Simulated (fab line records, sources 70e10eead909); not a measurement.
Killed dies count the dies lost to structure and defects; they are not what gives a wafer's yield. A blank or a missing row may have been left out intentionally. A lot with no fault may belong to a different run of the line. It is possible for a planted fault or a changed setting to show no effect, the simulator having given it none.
fab line records	flow nandHarc
record lots=24	wafers=72	lastDay=33
route steps=1302 shown P_BONDPAD@369 A_ONON_D1@431 A_CHANNEL_HOLE_D1@472
lots that met no fault: from a run of the same line without faults
startH: the number of hours between the record's first day and the start of the first shown wafer of the lot	waitH: how many hours have passed since the lot's step before this one	" same as the row above	L1.1+2: a row that stands for several wafers	- no value, or no start given	* or withheld: withheld	< > ~ a bound
route shown NAME@n: NAME is a module with steps in the file, n the number in the route of the first one	usual: mean/standard deviation taken from wafers without a fault	same: alike in all rows	chamber/n: place in a boat	sites: each site's reading	_std_site: the values' standard deviation	_edge_site: inner sites' mean taken away from outer sites' mean	radiusMm: how far each site lies from the wafer's centre	mask NAME#n: copy n	behind: tool/chamber where the wafer was last shaped	hold: the reason the lot was held/the length of the hold in hours/how it ended	device: transistor that didn't switch, given as n, p or np	end of line: at the end of the route, the tests of the same wafers	a step given without rows: its recipe and nothing more	killed: dies that structure and defects cost at the first sort, which is not the same as the wafer's yield	map: the dies of a wafer, with x for killed, . for not killed, _ for no die there
set.NAME: the run value of the setting; set.NAME@STEP: its run value at that earlier step	model.NAME: the simulator's own value behind a step, which no gauge read
one table for each step of the route and one row for each wafer, over a sample of lots
services: the hour from which a tool's chamber was out of use, counted from the record's first day as startH (under 0 if before that day), plus the number of hours and why
## steps
# step NHARC_P_BONDPAD_ETCH_12
# recipe targetDepthA=2000	timeS=100	chf3FlowSccm=50	o2FlowSccm=10	arFlowSccm=200	rfW=500	biasW=200	chemistry=CHF3/O2
# usual drypumpMotorCurrentA=5.5/0.46	oesProductAu=0.948/0.023	rfVppV=370.9/2.2	showerheadPlenumPTorr=2.41/0.098	throttleValvePct=20.573/0.0094
lot.wafer	tool	chamber	startH	waitH	drypumpMotorCurrentA	oesProductAu	rfHoursCounterH	rfVppV	showerheadPlenumPTorr	throttleValvePct
L074.4	rieDiel-02	0	-	-	5.3	0.947	4.5	371.1	2.44	20.593
L074.1	"	2	"	"	6.5	0.965	3.1	370.5	2.39	20.571
L074.3	"	3	"	"	5.9	0.926	4.7	371.3	2.45	20.568
L075.3	rieDiel-02	2	-	-	6.5	0.922	3.1	370.1	2.39	20.585
L075.2	"	3	"	"	5.9	0.924	4.8	372.3	2.45	20.559
L075.6	"	2	"	"	6.5	0.936	-	369.5	2.39	20.594
L076.3	rieDiel-06	2	-	-	5.8	0.955	0.7	375.0	2.59	20.579
L076.2	"	3	"	"	4.8	0.975	0.7	369.8	2.32	20.589
L076.5	"	0	"	"	5.9	0.975	-	369.0	2.33	20.581
L077.2	rieDiel-11	2	-	-	5.1	0.926	3.8	369.5	2.30	20.558
L077.5	"	1	"	"	5.1	0.928	-	370.2	2.36	20.569
L077.6	"	2	"	"	5.1	0.928	-	369.5	2.30	20.557
L079.1	rieDiel-11	3	-	-	5.9	0.944	4.9	371.4	2.46	20.585
L079.5	"	1	"	"	5.1	0.930	-	369.3	2.36	20.561
L079.6	"	2	"	"	5.1	0.930	-	367.9	2.30	20.572
L078.3	rieDiel-11	2	-	-	5.2	0.922	6.0	368.3	2.30	20.576
L078.2	"	3	"	"	5.9	0.940	5.8	372.2	2.46	20.572
L078.6	"	0	"	"	5.1	0.922	-	366.3	2.24	20.571
L080.1	rieDiel-06	1	-	-	5.3	0.970	1.2	371.8	2.50	20.573
L080.2	"	3	"	"	4.7	0.947	1.5	368.7	2.32	20.579
L080.6	"	1	"	"	5.2	0.969	-	371.9	2.50	20.571
L081.3	rieDiel-06	2	-	-	5.8	0.927	1.9	374.1	2.58	20.573
L081.1	"	3	"	"	4.8	0.926	1.7	368.9	2.32	20.582
L081.6	"	3	"	"	4.8	0.918	-	368.3	2.32	20.586
L082.1	rieDiel-11	1	-	-	5.1	0.927	8.3	370.5	2.36	20.573
L082.3	"	2	"	"	5.1	0.927	7.8	368.0	2.30	20.565
L082.6	"	2	"	"	5.2	0.924	-	367.7	2.30	20.563
L083.1	rieDiel-06	2	-	-	5.8	0.971	2.8	373.7	2.58	20.559
L083.5	"	2	"	"	5.8	0.968	-	375.7	2.58	20.583
L083.6	"	3	"	"	4.8	0.958	-	368.8	2.32	20.570
L084.2	rieDiel-11	2	-	-	5.1	0.947	8.3	368.5	2.30	20.580
L084.3	"	0	"	"	5.1	0.951	8.8	367.4	2.24	20.576
L084.1	"	1	"	"	5.1	0.947	8.7	369.5	2.36	20.578
L085.1	rieDiel-02	1	-	-	5.8	0.966	1.5	373.9	2.46	20.562
L085.4	"	3	"	"	5.9	0.958	2.6	372.6	2.45	20.572
L085.6	"	0	"	"	5.3	0.977	-	372.0	2.44	20.572
L086.4	rieDiel-02	2	-	-	6.5	0.912	2.1	371.6	2.39	20.576
L086.2	"	3	"	"	5.9	0.910	2.7	371.7	2.45	20.569
L086.5	"	1	"	"	5.8	0.929	-	372.0	2.46	20.581
L087.2	rieDiel-02	1	-	-	5.8	0.960	1.7	370.8	2.46	20.571
L087.4	"	2	"	"	6.5	0.950	2.2	369.8	2.39	20.561
L087.1	"	0	"	"	5.3	0.972	2.3	371.8	2.44	20.573
L088.3	rieDiel-11	2	-	-	5.1	0.982	0.5	368.1	2.30	20.569
L088.4	"	3	"	"	5.8	0.977	0.4	371.5	2.46	20.568
L088.6	"	2	"	"	5.1	0.982	-	369.6	2.30	20.589
L089.2	rieDiel-06	1	-	-	5.3	0.960	3.8	373.0	2.50	20.577
L089.1	"	3	"	"	4.7	0.976	4.4	369.2	2.32	20.566
L089.3	"	0	"	"	5.8	0.970	3.5	367.6	2.33	20.576
L090.1	rieDiel-11	1	-	-	5.1	0.973	1.0	371.6	2.36	20.575
L090.6	"	3	"	"	5.9	0.955	-	371.8	2.46	20.580
L090.5	"	0	"	"	5.1	0.970	-	366.7	2.24	20.574
L091.2	rieDiel-02	3	-	-	5.9	0.911	4.1	371.7	2.45	20.584
L091.6	"	0	"	"	5.3	0.928	-	371.4	2.44	20.569
L091.5	"	1	"	"	5.8	0.933	-	371.5	2.46	20.567
L092.3	rieDiel-06	1	-	-	5.3	0.980	0.0	372.6	2.50	20.565
L092.4	"	2	"	"	5.8	0.995	0.0	374.6	2.58	20.586
L092.2	"	3	"	"	4.7	0.971	0.0	369.3	2.32	20.591
L093.1	rieDiel-02	1	-	-	5.7	0.933	5.6	370.7	2.46	20.554
L093.2	"	2	"	"	6.5	0.902	6.1	370.0	2.39	20.568
L093.5	"	0	"	"	5.3	0.922	-	372.6	2.44	20.569
L094.3	rieDiel-06	2	-	-	5.8	0.958	0.3	374.1	2.58	20.575
L094.2	"	0	"	"	5.8	0.961	0.3	369.0	2.33	20.551
L094.5	"	2	"	"	5.8	0.961	-	373.6	2.58	20.564
L095.3	rieDiel-06	3	-	-	4.8	0.986	1.1	368.9	2.32	20.571
L095.2	"	0	"	"	5.8	0.969	1.2	368.9	2.33	20.570
L095.1	"	1	"	"	5.3	0.947	1.3	373.2	2.50	20.563
L096.4	rieDiel-06	2	-	-	5.8	0.999	1.5	374.5	2.58	20.555
L096.2	"	3	"	"	4.8	0.967	1.2	369.8	2.32	20.565
L096.1	"	1	"	"	5.3	0.969	1.4	372.7	2.50	20.585
L097.2	rieDiel-11	0	-	-	5.1	0.936	5.1	368.5	2.24	20.564
L097.4	"	1	"	"	5.1	0.920	5.1	370.4	2.36	20.578
L097.6	"	0	"	"	5.1	0.933	-	367.4	2.24	20.567
# step NHARC_P_BONDPAD_ANNEAL_28
# recipe tempC=225	timeS=90
# usual wafer_temp_C_max=225.87/0.22
lot.wafer	tool	chamber	startH	waitH	wafer_temp_C_max
L074.1	rtpAnneal-01	0	140.62	-	225.80
L074.3	"	0	"	"	225.54
L074.4	"	0	"	"	226.17
L075.2	rtpAnneal-02	0	149.94	0.4	225.85
L075.3	"	0	"	"	225.83
L075.6	"	0	"	"	225.97
L076.2	rtpAnneal-01	0	164.21	0.3	226.05
L076.3	"	0	"	"	225.74
L076.5	"	0	"	"	225.79
L077.2	rtpAnneal-02	0	168.29	0.4	225.70
L077.5	"	0	"	"	225.87
L077.6	"	0	"	"	225.88
L079.1	rtpAnneal-02	0	187.80	-	225.50
L079.5	"	0	"	"	226.05
L079.6	"	0	"	"	225.53
L078.2	rtpAnneal-01	0	197.49	0.4	225.93
L078.3	"	0	"	"	226.29
L078.6	"	0	"	"	225.89
L080.1	rtpAnneal-02	0	205.63	0.3	225.69
L080.2	"	0	"	"	226.02
L080.6	"	0	"	"	225.87
L081.1	rtpAnneal-02	0	219.48	0.3	225.84
L081.3	"	0	"	"	226.12
L081.6	"	0	"	"	226.10
L082.1	rtpAnneal-01	0	222.29	-	225.82
L082.3	"	0	"	"	225.92
L082.6	"	0	"	"	226.00
L083.1	rtpAnneal-01	0	234.56	0.3	225.80
L083.5	"	0	"	"	225.64
L083.6	"	0	"	"	225.52
L084.1	rtpAnneal-02	0	242.56	-	225.70
L084.2	"	0	"	"	225.80
L084.3	"	0	"	"	225.73
L085.1	rtpAnneal-01	0	250.44	0.3	225.50
L085.4	"	0	"	"	225.59
L085.6	"	0	"	"	225.67
L086.2	rtpAnneal-02	0	260.84	-	225.70
L086.4	"	0	"	"	225.53
L086.5	"	0	"	"	225.94
L087.1	rtpAnneal-02	0	263.74	0.3	225.99
L087.2	"	0	"	"	225.99
L087.4	"	0	"	"	225.97
L088.3	rtpAnneal-02	0	278.54	0.3	225.47
L088.4	"	0	"	"	225.60
L088.6	"	0	"	"	226.14
L089.1	rtpAnneal-02	0	284.41	-	226.07
L089.2	"	0	"	"	226.14
L089.3	"	0	"	"	226.03
L090.1	rtpAnneal-02	0	289.98	-	225.65
L090.5	"	0	"	"	225.46
L090.6	"	0	"	"	225.67
L091.2	rtpAnneal-01	0	302.56	0.3	225.75
L091.5	"	0	"	"	225.64
L091.6	"	0	"	"	225.75
L092.2	rtpAnneal-01	0	318.89	-	225.87
L092.3	"	0	"	"	225.89
L092.4	"	0	"	"	226.39
L093.1	rtpAnneal-02	0	322.94	-	225.71
L093.2	"	0	"	"	225.69
L093.5	"	0	"	"	225.64
L094.2	rtpAnneal-02	0	332.85	-	226.01
L094.3	"	0	"	"	226.05
L094.5	"	0	"	"	225.68
L095.1	rtpAnneal-01	0	357.28	0.4	225.63
L095.2	"	0	"	"	225.93
L095.3	"	0	"	"	226.11
L096.1	rtpAnneal-01	0	361.73	-	225.68
L096.2	"	0	"	"	225.98
L096.4	"	0	"	"	225.94
L097.2	rtpAnneal-02	0	368.33	0.3	226.24
L097.4	"	0	"	"	226.15
L097.6	"	0	"	"	226.20
# step NHARC_A_ONON_D1_THK_MEAS_11
# recipe thkMeasGauge=ellipsometry
# usual thkNm=1003/11
lot.wafer	tool	chamber	startH	waitH	thkNm
L074.1	filmMetro-01	-	166.51	-	1024
L074.3	"	-	"	"	1024
L074.4	"	-	"	"	1023
L075.2	filmMetro-02	-	175.72	-	994
L075.3	"	-	"	"	995
L075.6	"	-	"	"	993
L076.2	filmMetro-01	-	189.97	-	1009
L076.3	"	-	"	"	1012
L076.5	"	-	"	"	1010
L077.2	filmMetro-02	-	196.34	-	1022
L077.5	"	-	"	"	1023
L077.6	"	-	"	"	1022
L079.1	filmMetro-01	-	213.92	-	999
L079.5	"	-	"	"	998
L079.6	"	-	"	"	1000
L078.2	filmMetro-02	-	222.93	-	987
L078.3	"	-	"	"	986
L078.6	"	-	"	"	986
L080.1	filmMetro-02	-	231.85	-	998
L080.2	"	-	"	"	998
L080.6	"	-	"	"	997
L081.1	filmMetro-01	-	245.30	-	1008
L081.3	"	-	"	"	1010
L081.6	"	-	"	"	1008
L082.1	filmMetro-01	-	245.34	-	995
L082.3	"	-	"	"	996
L082.6	"	-	"	"	994
L083.1	filmMetro-01	-	260.35	-	981
L083.5	"	-	"	"	979
L083.6	"	-	"	"	980
L084.1	filmMetro-02	-	269.36	-	1007
L084.2	"	-	"	"	1006
L084.3	"	-	"	"	1006
L085.1	filmMetro-01	-	276.56	-	1008
L085.4	"	-	"	"	1007
L085.6	"	-	"	"	1006
L086.2	filmMetro-01	-	286.51	-	1003
L086.4	"	-	"	"	1003
L086.5	"	-	"	"	1003
L087.1	filmMetro-01	-	294.93	-	1006
L087.2	"	-	"	"	1007
L087.4	"	-	"	"	1006
L088.3	filmMetro-01	-	304.30	-	1014
L088.4	"	-	"	"	1014
L088.6	"	-	"	"	1014
L089.1	filmMetro-01	-	309.92	-	1004
L089.2	"	-	"	"	1005
L089.3	"	-	"	"	1002
L090.1	filmMetro-02	-	315.94	-	1017
L090.5	"	-	"	"	1016
L090.6	"	-	"	"	1016
L091.2	filmMetro-02	-	330.91	-	999
L091.5	"	-	"	"	999
L091.6	"	-	"	"	999
L092.2	filmMetro-01	-	346.63	-	977
L092.3	"	-	"	"	977
L092.4	"	-	"	"	978
L093.1	filmMetro-02	-	346.67	-	1007
L093.2	"	-	"	"	1007
L093.5	"	-	"	"	1008
L094.2	filmMetro-02	-	359.90	-	995
L094.3	"	-	"	"	995
L094.5	"	-	"	"	995
L095.1	filmMetro-01	-	383.25	-	998
L095.2	"	-	"	"	998
L095.3	"	-	"	"	997
L096.1	filmMetro-01	-	389.13	-	1008
L096.2	"	-	"	"	1008
L096.4	"	-	"	"	1007
L097.2	filmMetro-01	-	395.69	-	1003
L097.4	"	-	"	"	1005
L097.6	"	-	"	"	1005
# step NHARC_A_ONON_D1_THK_MEAS_21
# recipe thkMeasGauge=ellipsometry
# usual thkNm=1004/9.8
lot.wafer	tool	chamber	startH	waitH	thkNm
L074.1	filmMetro-02	-	175.06	-	1009
L074.3	"	-	"	"	1009
L074.4	"	-	"	"	1009
L075.2	filmMetro-01	-	184.93	-	999
L075.3	"	-	"	"	999
L075.6	"	-	"	"	997
L076.2	filmMetro-01	-	199.74	-	1003
L076.3	"	-	"	"	1005
L076.5	"	-	"	"	1004
L077.2	filmMetro-02	-	205.25	-	993
L077.5	"	-	"	"	991
L077.6	"	-	"	"	992
L079.1	filmMetro-01	-	222.92	-	1003
L079.5	"	-	"	"	1004
L079.6	"	-	"	"	1005
L078.2	filmMetro-02	-	235.19	-	996
L078.3	"	-	"	"	993
L078.6	"	-	"	"	995
L080.1	filmMetro-01	-	240.59	-	1009
L080.2	"	-	"	"	1008
L080.6	"	-	"	"	1011
L082.1	filmMetro-01	-	254.22	-	991
L082.3	"	-	"	"	991
L082.6	"	-	"	"	991
L081.1	filmMetro-02	-	254.23	-	1004
L081.3	"	-	"	"	1004
L081.6	"	-	"	"	1005
L083.1	filmMetro-01	-	273.33	-	1016
L083.5	"	-	"	"	1015
L083.6	"	-	"	"	1016
L084.1	filmMetro-01	-	278.33	-	1002
L084.2	"	-	"	"	1001
L084.3	"	-	"	"	1000
L085.1	filmMetro-02	-	285.47	-	1013
L085.4	"	-	"	"	1011
L085.6	"	-	"	"	1013
L086.2	filmMetro-01	-	295.49	-	986
L086.4	"	-	"	"	984
L086.5	"	-	"	"	985
L087.1	filmMetro-01	-	303.96	-	1003
L087.2	"	-	"	"	1002
L087.4	"	-	"	"	1002
L088.3	filmMetro-01	-	315.15	-	992
L088.4	"	-	"	"	991
L088.6	"	-	"	"	992
L089.1	filmMetro-01	-	318.81	-	1003
L089.2	"	-	"	"	1005
L089.3	"	-	"	"	1002
L090.1	filmMetro-02	-	325.98	-	998
L090.5	"	-	"	"	1000
L090.6	"	-	"	"	998
L091.2	filmMetro-01	-	339.95	-	1030
L091.5	"	-	"	"	1028
L091.6	"	-	"	"	1031
L092.2	filmMetro-01	-	355.79	-	1005
L092.3	"	-	"	"	1003
L092.4	"	-	"	"	1003
L093.1	filmMetro-02	-	355.80	-	1005
L093.2	"	-	"	"	1006
L093.5	"	-	"	"	1004
L094.2	filmMetro-01	-	368.80	-	1001
L094.3	"	-	"	"	998
L094.5	"	-	"	"	999
L095.1	filmMetro-02	-	394.07	-	1011
L095.2	"	-	"	"	1011
L095.3	"	-	"	"	1009
L096.1	filmMetro-02	-	399.49	-	1018
L096.2	"	-	"	"	1018
L096.4	"	-	"	"	1017
L097.2	filmMetro-02	-	404.90	-	1016
L097.4	"	-	"	"	1015
L097.6	"	-	"	"	1016
# step NHARC_A_ONON_D1_THK_MEAS_34
# recipe thkMeasGauge=ellipsometry
# usual thkNm=199/3.1
lot.wafer	tool	chamber	startH	waitH	thkNm
L074.1	filmMetro-01	-	177.37	0.4	194
L074.3	"	-	"	"	202
L074.4	"	-	"	"	201
L075.2	filmMetro-01	-	187.11	-	198
L075.3	"	-	"	"	198
L075.6	"	-	"	"	197
L076.2	filmMetro-01	-	201.94	-	200
L076.3	"	-	"	"	200
L076.5	"	-	"	"	200
L077.2	filmMetro-01	-	207.50	-	194
L077.5	"	-	"	"	199
L077.6	"	-	"	"	198
L079.1	filmMetro-02	-	225.10	-	198
L079.5	"	-	"	"	203
L079.6	"	-	"	"	198
L078.2	filmMetro-02	-	237.36	-	200
L078.3	"	-	"	"	199
L078.6	"	-	"	"	201
L080.1	filmMetro-02	-	242.77	-	200
L080.2	"	-	"	"	196
L080.6	"	-	"	"	207
L082.1	filmMetro-02	-	256.40	-	206
L082.3	"	-	"	"	203
L082.6	"	-	"	"	205
L081.1	filmMetro-01	-	256.43	-	198
L081.3	"	-	"	"	199
L081.6	"	-	"	"	203
L083.1	filmMetro-01	-	275.54	-	197
L083.5	"	-	"	"	203
L083.6	"	-	"	"	205
L084.1	filmMetro-01	-	280.53	-	196
L084.2	"	-	"	"	201
L084.3	"	-	"	"	199
L085.1	filmMetro-02	-	287.80	-	198
L085.4	"	-	"	"	200
L085.6	"	-	"	"	199
L086.2	filmMetro-01	-	297.66	-	195
L086.4	"	-	"	"	199
L086.5	"	-	"	"	196
L087.1	filmMetro-02	-	306.14	-	197
L087.2	"	-	"	"	200
L087.4	"	-	"	"	199
L088.3	filmMetro-02	-	317.33	-	198
L088.4	"	-	"	"	200
L088.6	"	-	"	"	202
L089.1	filmMetro-02	-	320.98	-	197
L089.2	"	-	"	"	200
L089.3	"	-	"	"	196
L090.1	filmMetro-01	-	328.14	-	195
L090.5	"	-	"	"	203
L090.6	"	-	"	"	198
L091.2	filmMetro-01	-	342.11	-	195
L091.5	"	-	"	"	199
L091.6	"	-	"	"	201
L093.1	filmMetro-01	-	357.97	-	202
L093.2	"	-	"	"	198
L093.5	"	-	"	"	201
L092.2	filmMetro-02	-	357.97	-	196
L092.3	"	-	"	"	196
L092.4	"	-	"	"	200
L094.2	filmMetro-01	-	371.00	-	198
L094.3	"	-	"	"	195
L094.5	"	-	"	"	202
L095.1	filmMetro-01	-	396.24	-	197
L095.2	"	-	"	"	195
L095.3	"	-	"	"	196
L096.1	filmMetro-01	-	401.66	-	200
L096.2	"	-	"	"	198
L096.4	"	-	"	"	201
L097.2	filmMetro-01	-	407.09	-	200
L097.4	"	-	"	"	206
L097.6	"	-	"	"	204
# step NHARC_A_CHANNEL_HOLE_D1_ETCH_20
# recipe biasV=3000	sourceW=withheld	pressureMtorr=20	timeS=361.9	arFlowSccm=375	c4f8FlowSccm=89.3	o2FlowSccm=35.7	tempC=-20	targetDepthA=16000	chemistry=C4F8/O2/Ar
# usual drypumpMotorCurrentA=5.8/0.35	heBacksideLeakSccm=6.4/0.68	oesAirLineAu=1.000/0.022	showerheadPlenumPTorr=3.69/0.069	throttleValvePct=32.155/0.0091
lot.wafer	tool	chamber	startH	waitH	drypumpMotorCurrentA	heBacksideLeakSccm	oesAirLineAu	rfHoursCounterH	showerheadPlenumPTorr	throttleValvePct
L074.1	harEtch-02	0	185.76	0.1	5.7	6.9	1.009	283	3.61	32.150
L074.3	"	1	"	"	5.4	6.9	1.034	-	3.77	32.165
L074.4	"	0	"	"	5.7	7.1	1.006	-	3.61	32.151
L075.2	harEtch-02	0	197.87	0.1	5.7	6.8	1.049	294	3.60	32.136
L075.3	"	1	"	"	5.4	6.8	0.992	-	3.77	32.162
L075.6	"	1	"	"	5.4	7.1	1.014	-	3.77	32.150
L076.2	harEtch-01	0	209.17	0.1	5.7	5.7	0.986	99	3.72	32.157
L076.3	"	1	"	"	6.3	5.2	0.998	-	3.72	32.144
L076.5	"	1	"	"	6.3	5.4	1.054	-	3.72	32.165
L077.2	harEtch-01	1	214.57	0.1	6.3	5.6	1.005	103	3.72	32.145
L077.6	"	1	"	"	6.3	5.4	0.985	-	3.72	32.147
L077.5	"	0	"	"	5.7	6.1	1.003	-	3.72	32.137
L079.1	harEtch-02	1	229.80	0.1	5.4	7.0	0.991	298	3.77	32.148
L079.5	"	1	"	"	5.4	7.1	0.972	-	3.77	32.143
L079.6	"	0	"	"	5.7	6.5	1.020	-	3.59	32.168
L078.2	harEtch-02	1	241.55	0.1	5.4	6.7	1.035	306	3.76	32.155
L078.3	"	0	"	"	5.7	7.0	0.980	-	3.59	32.144
L078.6	"	1	"	"	5.4	6.7	1.021	-	3.76	32.156
L080.1	harEtch-01	1	247.08	0.1	6.3	5.7	0.978	122	3.71	32.170
L080.2	"	0	"	"	5.7	6.2	0.980	122	3.71	32.159
L080.6	"	0	"	"	5.7	6.1	0.992	-	3.71	32.165
L082.1	harEtch-02	1	260.64	0.1	5.4	6.7	1.043	310	3.76	32.144
L082.3	"	1	"	"	5.4	7.0	1.009	-	3.76	32.145
L082.6	"	0	"	"	5.7	7.0	0.998	-	3.59	32.144
L081.1	harEtch-01	1	260.77	0.1	6.3	5.4	1.006	126	3.71	32.151
L081.3	"	1	"	"	6.3	5.3	1.026	-	3.71	32.149
L081.6	"	1	"	"	6.3	5.6	0.983	-	3.71	32.144
L083.1	harEtch-02	0	281.25	0.1	5.7	6.5	0.993	329	3.59	32.150
L083.5	"	1	"	"	5.4	7.2	0.989	-	3.76	32.138
L083.6	"	0	"	"	5.7	6.9	0.990	-	3.59	32.147
L084.2	harEtch-01	1	284.90	0.1	6.3	5.5	0.980	130	3.71	32.155
L084.1	"	0	"	"	5.7	6.3	1.013	130	3.71	32.160
L084.3	"	1	"	"	6.3	5.5	0.966	-	3.71	32.154
L085.1	harEtch-02	1	292.35	0.1	5.4	7.3	0.964	317	3.75	32.156
L085.4	"	1	"	"	5.4	7.4	0.973	-	3.75	32.160
L085.6	"	1	"	"	5.4	7.3	0.935	-	3.75	32.146
L086.2	harEtch-01	1	315.16	0.1	6.4	5.6	0.988	152	3.69	32.148
L086.4	"	0	"	"	5.7	6.4	1.051	-	3.69	32.172
L086.5	"	0	"	"	5.7	6.6	0.993	-	3.69	32.167
L087.2	harEtch-01	0	323.50	0.1	5.7	6.4	0.958	160	3.69	32.149
L087.1	"	1	"	"	6.4	6.0	0.991	160	3.69	32.146
L087.4	"	1	"	"	6.4	6.2	0.978	-	3.69	32.161
L088.3	harEtch-02	1	332.34	0.2	5.4	7.1	0.980	-	3.73	32.158
L088.4	"	0	"	"	5.7	6.8	1.008	-	3.56	32.151
L088.6	"	0	"	"	5.7	6.8	1.006	-	3.56	32.153
L089.1	harEtch-01	0	335.96	0.1	5.7	6.2	0.957	172	3.68	32.158
L089.2	"	1	"	"	6.4	5.7	0.991	172	3.68	32.151
L089.3	"	1	"	"	6.3	5.9	0.985	-	3.68	32.168
L090.1	harEtch-02	1	336.41	0.1	5.4	7.4	0.990	359	3.73	32.161
L090.6	"	1	"	"	5.4	7.2	0.992	-	3.73	32.169
L090.5	"	0	"	"	5.7	7.2	0.992	-	3.56	32.146
L091.2	harEtch-01	1	353.60	0.1	6.4	5.6	1.003	183	3.68	32.142
L091.6	"	1	"	"	6.4	6.1	1.004	-	3.68	32.139
L091.5	"	0	"	"	5.7	6.4	0.986	-	3.68	32.145
L093.1	harEtch-01	0	364.60	0.1	5.7	6.6	0.999	191	3.67	32.161
L093.2	"	1	"	"	6.3	5.8	0.974	191	3.67	32.171
L093.5	"	1	"	"	6.4	5.7	1.019	-	3.67	32.157
L092.2	harEtch-02	0	365.69	0.1	5.7	7.4	1.009	394	3.55	32.145
L092.3	"	1	"	"	5.4	7.1	1.016	-	3.72	32.162
L092.4	"	0	"	"	5.7	7.7	0.978	-	3.55	32.152
L094.2	harEtch-01	0	375.51	0.1	5.7	6.1	0.960	199	3.67	32.158
L094.3	"	1	"	"	6.4	5.7	0.947	-	3.67	32.162
L094.5	"	0	"	"	5.7	6.3	1.012	-	3.67	32.150
L095.1	harEtch-02	0	404.86	0.1	5.7	6.0	1.012	8	3.93	32.158
L095.2	"	1	"	"	5.4	4.4	1.006	8	3.71	32.143
L095.3	"	1	"	"	5.4	4.5	1.022	-	3.71	32.173
L096.1	harEtch-01	0	408.62	0.1	5.7	6.9	1.031	214	3.66	32.171
L096.2	"	1	"	"	6.3	5.9	0.977	214	3.66	32.159
L096.4	"	1	"	"	6.4	5.9	0.998	-	3.66	32.144
L097.2	harEtch-01	1	412.75	0.1	6.3	5.7	1.023	218	3.66	32.141
L097.4	"	0	"	"	5.7	6.7	0.988	-	3.66	32.143
L097.6	"	1	"	"	6.4	6.0	1.001	-	3.66	32.148
## services
tool	chamber	startH	hours	kind
rieDiel-11	2	119.20	1.2	repair
rieDiel-11	3	124.62	6.5	repair
rieDiel-06	-	130.20	9.0	pm
rieDiel-06	1	142.34	6.4	repair
rieDiel-02	1	185.47	4.4	repair
harEtch-02	1	201.94	-	consumableReplace:focusRing
harEtch-02	1	201.94	17.0	scheduledDown
harEtch-02	1	201.94	17.0	ventCycle
rieDiel-02	-	216.70	9.0	pm
rieDiel-06	0	216.88	1.4	repair
rieDiel-06	0	243.91	8.6	repair
rieDiel-11	-	255.50	9.0	pm
rieDiel-06	-	307.20	9.0	pm
rieDiel-06	3	327.69	9.7	repair
rieDiel-11	-	363.65	0.7	repair
rtpAnneal-01	-	372.00	12.0	pm
harEtch-02	-	378.39	17.0	pm
harEtch-02	0	378.39	17.0	ventCycle
rieDiel-06	1	381.09	6.5	repair
rieDiel-02	0	383.38	98.6	repair
rieDiel-02	-	386.04	0.2	repair
rieDiel-11	2	387.01	4.9	repair
rieDiel-02	-	393.89	9.0	pm
rieDiel-11	0	404.11	10.5	repair
## key
fault none
